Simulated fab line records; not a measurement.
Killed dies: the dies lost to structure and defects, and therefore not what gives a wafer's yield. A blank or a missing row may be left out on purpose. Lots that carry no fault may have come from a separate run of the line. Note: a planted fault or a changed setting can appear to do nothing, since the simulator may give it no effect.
Chamber matching / flow nand-harc / NHARC_A_CHANNEL_HOLE_D1_DEP_01 on pecvd-04: 3 sister chambers
The step deposits SiON, target thk 140 nm. 3 wafers are shown with their chamber, then 10 later ones without.

## WAFERS PAIRED WITH THEIR CHAMBERS
wafer=L078.6; chamber=1; rf-fwd-power-W (W)=347.4
wafer=L085.5; chamber=2; rf-fwd-power-W (W)=349.6
wafer=L090.5; chamber=0; rf-fwd-power-W (W)=346.9

## WAFERS MISSING THEIR CHAMBER
wafer=L090.6; rf-fwd-power-W (W)=345.3
wafer=L092.1; rf-fwd-power-W (W)=349.2
wafer=L092.2; rf-fwd-power-W (W)=347.8
wafer=L092.5; rf-fwd-power-W (W)=347.9
wafer=L096.1; rf-fwd-power-W (W)=347.8
wafer=L096.4; rf-fwd-power-W (W)=348.5
wafer=L096.5; rf-fwd-power-W (W)=348.0
wafer=L097.1; rf-fwd-power-W (W)=348.0
wafer=L097.2; rf-fwd-power-W (W)=346.3
wafer=L097.3; rf-fwd-power-W (W)=347.6

## EACH ONE'S CHAMBER
wafer=L090.6; from the rows above=can't be placed: 0 or 1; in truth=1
wafer=L092.1; from the rows above=can't be placed: 2 or 1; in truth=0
wafer=L092.2; from the rows above=can't be placed: 1 or 0 or 2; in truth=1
wafer=L092.5; from the rows above=can't be placed: 1 or 0 or 2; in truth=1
wafer=L096.1; from the rows above=can't be placed: 1 or 0 or 2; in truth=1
wafer=L096.4; from the rows above=can't be placed: 1 or 2 or 0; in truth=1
wafer=L096.5; from the rows above=can't be placed: 1 or 0 or 2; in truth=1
wafer=L097.1; from the rows above=can't be placed: 1 or 0 or 2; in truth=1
wafer=L097.2; from the rows above=can't be placed: 0 or 1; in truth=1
wafer=L097.3; from the rows above=can't be placed: 1 or 0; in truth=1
0 of 10 placed correctly. Not placeable from these rows: 10 (in 9, the candidates include the true chamber). Wrongly placed: 0.
How it was worked out, from the rows above alone: a wafer's distance from a chamber is the root of the sum, over the readings, of the square of ((its reading less the chamber's mean) divided by the reading's scatter). If the next closest chamber is less than 2 further off than the closest, the wafer can't be placed; otherwise it belongs to the closest. Each chamber's mean is taken over the wafers shown for it. The scatter (one wafer shown for each chamber): square how far every hidden wafer sits from the nearest shown wafer, average those squares and take the square root.
